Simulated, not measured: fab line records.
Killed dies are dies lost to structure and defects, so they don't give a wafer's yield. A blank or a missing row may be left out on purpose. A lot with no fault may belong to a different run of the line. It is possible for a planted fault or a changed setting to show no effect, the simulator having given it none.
Comparing a struck lot with a sound one	flow n5_finfet	44 out of 1938 route steps
Sound: these wafers, L129.1, L129.3, L129.5. Struck: wafer L144.1. (L144.2, L144.5 of the same lot were not struck and are left out.) The cause comes at the end.
Each step with rows lists, per side, the tool, then ch with its chambers, then its first start. Under that, the readings that differ: sound wafers	struck wafers	difference of the means	sigmas: that difference in standard deviations of wafers without a fault.
alike: readings with means less than 2 such deviations apart, plus words and numbers identical on both sides. not compared: withheld readings, readings lacking a value on some wafer, bounds such as >300 that could conceal the same value, and numbers that have no deviation in the record and whose values overlap.
The two part at a step that has a row with sigmas, a row that says differs or no value, or rows on one side only. When numbers do not overlap yet have no deviation, they are printed without sigmas and do not part them. Lack of a reading on every wafer of one side parts them only where that side has two or more wafers.

first, 11 steps without rows for these wafers: N5_DUMMY_GATE_ETCH_29 (etches underlayer in N2/H2, target depth 13 nm); N5_DUMMY_GATE_ETCH_36 (etches SiARC in CF4, target depth 13 nm); N5_DUMMY_GATE_ETCH_37 (etches SOC in N2/H2, target depth 60 nm, overetch 30 nm); N5_DUMMY_GATE_STRIP_38 (strips in N2/H2); N5_DUMMY_GATE_STRIP_39 (strips in N2/H2); N5_DUMMY_GATE_TRIM_49 (chemistry O2, time 29 s, target cd 14 nm); N5_DUMMY_GATE_STRIP_40 (strips in CF4); N5_DUMMY_GATE_ETCH_31 (etches SiO2 in C4F6/O2, target depth 82.5 nm, time 27.5 s); N5_DUMMY_GATE_STRIP_41 (strips in O2); N5_DUMMY_GATE_HM_OPEN_21 (chemistry CH3F/O2, target SiNx, target depth 120 nm, time 171.4 s); N5_DUMMY_GATE_ETCH_32 (etches SiO2 in CF4, target depth 3.5 nm, time 3.9 s).
N5_DUMMY_GATE_ETCH_23: etches poly-Si in HBr/Cl2/O2, target depth 41 nm, time 22.3 s.
  sound on rie_si-05 ch 1,2,3, day 2 22:39; struck on rie_si-05 ch 2, day 6 18:10
  alike: drypump_motor_current_A, he_backside_leak_sccm, oes_product_au, throttle_valve_pct
  not compared: rf_hours_counter_h
then, 8 steps without rows for these wafers: N5_DUMMY_GATE_ETCH_44 (etches poly-Si in HBr/O2, stops on SiO2, target depth 127.5 nm); N5_DUMMY_GATE_ETCH_42 (etches SiO2 in CHF3/O2, target depth 3.5 nm, time 31 s); N5_DUMMY_GATE_STRIP_48 (strips in N2/H2, time 20 s); N5_DUMMY_GATE_PRECLEAN_33 (cleans in dHF, time 10 s); N5_DUMMY_GATE_PRECLEAN_25 (cleans in O3/DIW, time 45 s); N5_DUMMY_GATE_PRECLEAN_51 (cleans in SC2, time 45 s); N5_DUMMY_GATE_SRD_26 (time 30 s); N5_DUMMY_GATE_UV_OZONE_45 (time 120 s).
N5_DUMMY_GATE_INSPECT_27: inspects for defects (brightfield).
  struck on defect_inspect-02, day 6 18:37; sound on defect_inspect-01, day 2 23:06
reading	sound	struck	difference	sigmas
raw_defect_count	144 175 203	601	+427	+5
then, 3 steps without rows for these wafers: N5_SPACER0_ALD_07 (deposits SiNx, target thk 2 nm); N5_SPACER0_ALD_00 (deposits SiOCN, target thk 3.5 nm, pulse time 3 s, purge time 2 s); N5_SPACER0_ALD_08 (deposits SiNx, target thk 2 nm).
N5_SPACER0_INSPECT_04: inspects for defects (darkfield).
  struck on defect_inspect-02, day 6 19:17; sound on defect_inspect-02, day 2 23:43
reading	sound	struck	difference	sigmas
raw_defect_count	93 126 140	418	+298	+11
then, 8 steps without rows for these wafers: N5_SD_EPI_N_COAT_32 (time 60 s, resist thk 350 nm); N5_SD_EPI_N_COAT_33 (time 60 s, resist thk 35 nm); N5_SD_EPI_N_COAT_03 (resist thk 150 nm); N5_SD_EPI_N_EBR_05; N5_SD_EPI_N_SOFTBAKE_04 (time 60 s); N5_SD_EPI_N_EXPOSE_06 (exposes mask SD N BLK, target cd 120 nm); N5_SD_EPI_N_PEB_07 (peb time 60 s); N5_SD_EPI_N_DEVELOP_08 (develop time 30 s).
N5_SD_EPI_N_INSPECT_11: inspects for defects (macro).
  struck on defect_inspect-01, day 6 19:44; sound on defect_inspect-01, day 3 00:10
reading	sound	struck	difference	sigmas
raw_defect_count	2 1 0	279	+278	+99 or more
then, 4 steps without rows for these wafers: N5_SD_EPI_N_DESCUM_14 (chemistry O2, time 7.9 s); N5_SD_EPI_N_ETCH_34 (etches SiARC in CF4, target depth 45.5 nm, time 75.8 s); N5_SD_EPI_N_ETCH_35 (etches SOC in N2/H2, overetch 108 nm, time 486 s); N5_SD_EPI_N_STRIP_36 (strips in N2/H2).
N5_SD_EPI_N_INSPECT_26: inspects for defects (darkfield).
  struck on defect_inspect-02, day 7 01:26; sound on defect_inspect-02, day 3 05:16
reading	sound	struck	difference	sigmas
raw_defect_count	140 190 222	472	+288	+6
N5_SD_EPI_P_INSPECT_11: inspects for defects (macro).
  struck on defect_inspect-02, day 7 01:54; sound on defect_inspect-01, day 3 05:43
reading	sound	struck	difference	sigmas
raw_defect_count	2 0 1	272	+271	+99 or more
N5_SD_EPI_P_INSPECT_26: inspects for defects (darkfield).
  struck on defect_inspect-01, day 7 05:39; sound on defect_inspect-01, day 3 10:38
reading	sound	struck	difference	sigmas
raw_defect_count	104 133 128	439	+317	+8
N5_SD_ACTIVATION_INSPECT_02: inspects for defects (darkfield).
  struck on defect_inspect-02, day 7 06:25; sound on defect_inspect-02, day 3 11:24
reading	sound	struck	difference	sigmas
raw_defect_count	108 151 162	450	+310	+7
-- a jump in the record: the struck wafers' starts before and after are 7 days apart (it breaks off in module SD_ACTIVATION and resumes in module BEOL_M4, where the first step shown is number 1111 of the route) --
N5_BEOL_M4_RC_MEAS_101:
  sound on prober-01 ch 0, day 8 02:25; struck on prober-02 ch 0, day 13 19:15
reading	sound	struck	difference	sigmas
ION_N (uA/um)	675 659 669	694	+26	+2
VT_N (mV)	249 256 248	244	-7	-2
  alike: DIBL_N, DIBL_P, IOFF_N, IOFF_P, ION_P, SS_N, SS_P, VT_P
-- the record jumps here: 5 days lie between the struck wafers' starts before and after (it left off in module BEOL_M4 and takes up again in module PASSIVATION, whose first step shown is number 1936 of the route) --
N5_PASSIVATION_PROBE_49:
  the record has rows for the struck wafers here (prober-02, day 18 20:24) and none for the sound ones

== WHERE THEY PART ==
Last at N5_PASSIVATION_PROBE_49 as far as this record goes, first at N5_DUMMY_GATE_INSPECT_27.

WHY: what had been put in by the simulator
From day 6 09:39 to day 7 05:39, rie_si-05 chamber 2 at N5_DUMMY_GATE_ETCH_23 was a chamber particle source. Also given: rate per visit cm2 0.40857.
